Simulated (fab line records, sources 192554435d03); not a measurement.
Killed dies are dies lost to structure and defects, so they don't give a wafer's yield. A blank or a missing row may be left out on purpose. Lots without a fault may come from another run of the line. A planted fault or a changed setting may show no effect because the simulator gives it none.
Tool commonality check | flow n5_finfet | 10 lots, 30 wafers sampled

WHY IT WAS OPENED
At N5_BEOL_M4_RC_MEAS_101 the reading IOFF_N is flagged on 2 of 10 lots. Wafers without a fault read 0.17 nA/um, standard deviation 0.032.
Rule: a lot is flagged when every wafer of it that has a number lies more than 4 standard deviations from that mean, or none has a number. The other lots count as sound.

lot  | measured     | on        | IOFF_N (nA/um), wafer by wafer | flag
L797 | day 8 17:02  | prober-01 | 0.15 0.16 0.16                 |
L799 | day 9 14:09  | prober-01 | 0.13 0.18 0.14                 |
L800 | day 9 14:29  | prober-02 | 0.12 0.14 0.14                 |
L802 | day 10 04:57 | prober-01 | 0.19 0.17 0.18                 |
L804 | day 10 13:26 | prober-02 | 0.15 0.16 0.21                 |
L805 | day 10 22:04 | prober-01 | 0.25 0.20 0.22                 |
L808 | day 11 01:46 | prober-01 | 0.49 0.45 5.67                 | FLAGGED
L810 | day 11 17:25 | prober-01 | 5.48 4.81 1.34                 | FLAGGED
L809 | day 12 08:14 | prober-02 | 0.13 0.17 0.12                 |
L811 | day 12 11:32 | prober-01 | 0.17 0.18 0.16                 |
The numbers of the flagged lots are 3.04 nA/um on average: +2.87 nA/um against the usual, or +90 standard deviations.

WHICH TOOL RAN EACH LOT
The record holds 1 process step before the reading, out of a route of 1938 steps. In each cell: the tool, then ch and the chambers that the sampled wafers went through, then the start.
lot  | flag    | N5_WELL_APT_IMPLANT_32
L797 |         | implanter-02 ch 0, day 2 03:59
L799 |         | implanter-01 ch 0, day 2 15:38
L800 |         | implanter-02 ch 0, day 2 21:51
L802 |         | implanter-01 ch 0, day 3 09:11
L804 |         | implanter-01 ch 0, day 3 21:40
L805 |         | implanter-02 ch 0, day 4 03:50
L808 | FLAGGED | implanter-01 ch 0, day 4 21:19
L810 | FLAGGED | implanter-01 ch 0, day 5 11:49
L809 |         | implanter-02 ch 0, day 5 05:10
L811 |         | implanter-02 ch 0, day 5 15:41
What these steps do:
- N5_WELL_APT_IMPLANT_32
- N5_BEOL_M4_RC_MEAS_101

FLAGGED OVER TOTAL, TOOL BY TOOL (the gauges that took the reading come last)
step                   | tool         | lots run | flagged | share of the flagged lots | sound lots run after its first flagged lot
N5_WELL_APT_IMPLANT_32 | implanter-01 | 5        | 2       | all                       | 0
N5_WELL_APT_IMPLANT_32 | implanter-02 | 5        | 0       | none                      | -
N5_BEOL_M4_RC_MEAS_101 | prober-01    | 7        | 2       | all                       | 1 (L811)
N5_BEOL_M4_RC_MEAS_101 | prober-02    | 3        | 0       | none                      | -

WHAT THE TABLE ALLOWS
2 rows of the table ran every flagged lot: implanter-01 at N5_WELL_APT_IMPLANT_32, prober-01 at N5_BEOL_M4_RC_MEAS_101.
- implanter-01 at N5_WELL_APT_IMPLANT_32: 2 of its 5 lots flagged. Its last sound lot is L804 (day 3 21:40), its first flagged lot L808 (day 4 21:19): a fault that began between those two fits. Its own readings lie more than 4 standard deviations out on every wafer of the flagged lots: dose_ions_cm2, faraday_current_uA.
- prober-01 at N5_BEOL_M4_RC_MEAS_101: 2 of its 7 lots flagged. Sound lots ran on it after the first flagged one (L811), which a lasting fault on the whole tool wouldn't allow.
One tool is left: implanter-01 at N5_WELL_APT_IMPLANT_32.

WHAT THE SIMULATOR HAD PUT IN
Process parameter drift: implanter-01, from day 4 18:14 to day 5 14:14, at N5_WELL_APT_IMPLANT_32. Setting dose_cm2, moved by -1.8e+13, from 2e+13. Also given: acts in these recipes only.
Lots struck among those shown: L808, L810. The rule above found the same.
